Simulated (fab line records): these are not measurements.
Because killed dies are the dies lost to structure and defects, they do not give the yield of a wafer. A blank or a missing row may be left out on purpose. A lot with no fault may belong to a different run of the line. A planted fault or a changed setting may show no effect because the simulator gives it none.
Chamber matching / flow n5_finfet / rie_diel-05 running N5_BEOL_M3_ETCH_63: 4 sister chambers
The step etches SiARC in CF4, target depth 15.6 nm, time 26 s. 8 wafers are shown with their chamber, then 9 later ones without.

## WAFERS, EACH WITH ITS CHAMBER
wafer=L078.1; chamber=1; oes_product_au (a.u.)=0.73; throttle_valve_pct (%)=15.44
wafer=L081.3; chamber=1; oes_product_au (a.u.)=0.74; throttle_valve_pct (%)=15.41
wafer=L081.6; chamber=0; oes_product_au (a.u.)=0.61; throttle_valve_pct (%)=15.60
wafer=L082.4; chamber=0; oes_product_au (a.u.)=0.61; throttle_valve_pct (%)=15.59
wafer=L082.5; chamber=3; oes_product_au (a.u.)=0.80; throttle_valve_pct (%)=15.56
wafer=L087.3; chamber=3; oes_product_au (a.u.)=0.79; throttle_valve_pct (%)=15.57
wafer=L087.4; chamber=2; oes_product_au (a.u.)=0.62; throttle_valve_pct (%)=15.46
wafer=L087.5; chamber=2; oes_product_au (a.u.)=0.62; throttle_valve_pct (%)=15.46

## WAFERS MISSING THEIR CHAMBER
wafer=L089.1; oes_product_au (a.u.)=0.61; throttle_valve_pct (%)=15.62
wafer=L089.3; oes_product_au (a.u.)=0.78; throttle_valve_pct (%)=15.58
wafer=L089.5; oes_product_au (a.u.)=0.71; throttle_valve_pct (%)=15.44
wafer=L091.1; oes_product_au (a.u.)=0.62; throttle_valve_pct (%)=15.47
wafer=L091.4; oes_product_au (a.u.)=0.78; throttle_valve_pct (%)=15.56
wafer=L091.5; oes_product_au (a.u.)=0.72; throttle_valve_pct (%)=15.46
wafer=L097.2; oes_product_au (a.u.)=0.71; throttle_valve_pct (%)=15.48
wafer=L097.3; oes_product_au (a.u.)=0.61; throttle_valve_pct (%)=15.64
wafer=L097.6; oes_product_au (a.u.)=0.62; throttle_valve_pct (%)=15.46

## EACH ONE'S CHAMBER
wafer=L089.1; from the rows above=0; in truth=0
wafer=L089.3; from the rows above=3; in truth=3
wafer=L089.5; from the rows above=1; in truth=1
wafer=L091.1; from the rows above=2; in truth=2
wafer=L091.4; from the rows above=3; in truth=3
wafer=L091.5; from the rows above=1; in truth=1
wafer=L097.2; from the rows above=1; in truth=1
wafer=L097.3; from the rows above=0; in truth=0
wafer=L097.6; from the rows above=2; in truth=2
Correct placement for 9 of the 9. Not placeable from these rows: 0. Number placed wrongly: 0.
How it was worked out, from the rows above alone: a wafer's distance from a chamber is the root of the sum, over the readings, of the square of ((its reading less the chamber's mean) divided by the reading's scatter). If the next closest chamber is less than 2 further off than the closest, the wafer can't be placed; otherwise it belongs to the closest. For every chamber, the mean is computed from those of its wafers that are shown. How the scatter is found: for the shown wafers, subtract from each reading the mean of its chamber, square and add these, divide the total by (wafers less chambers), then take the root.
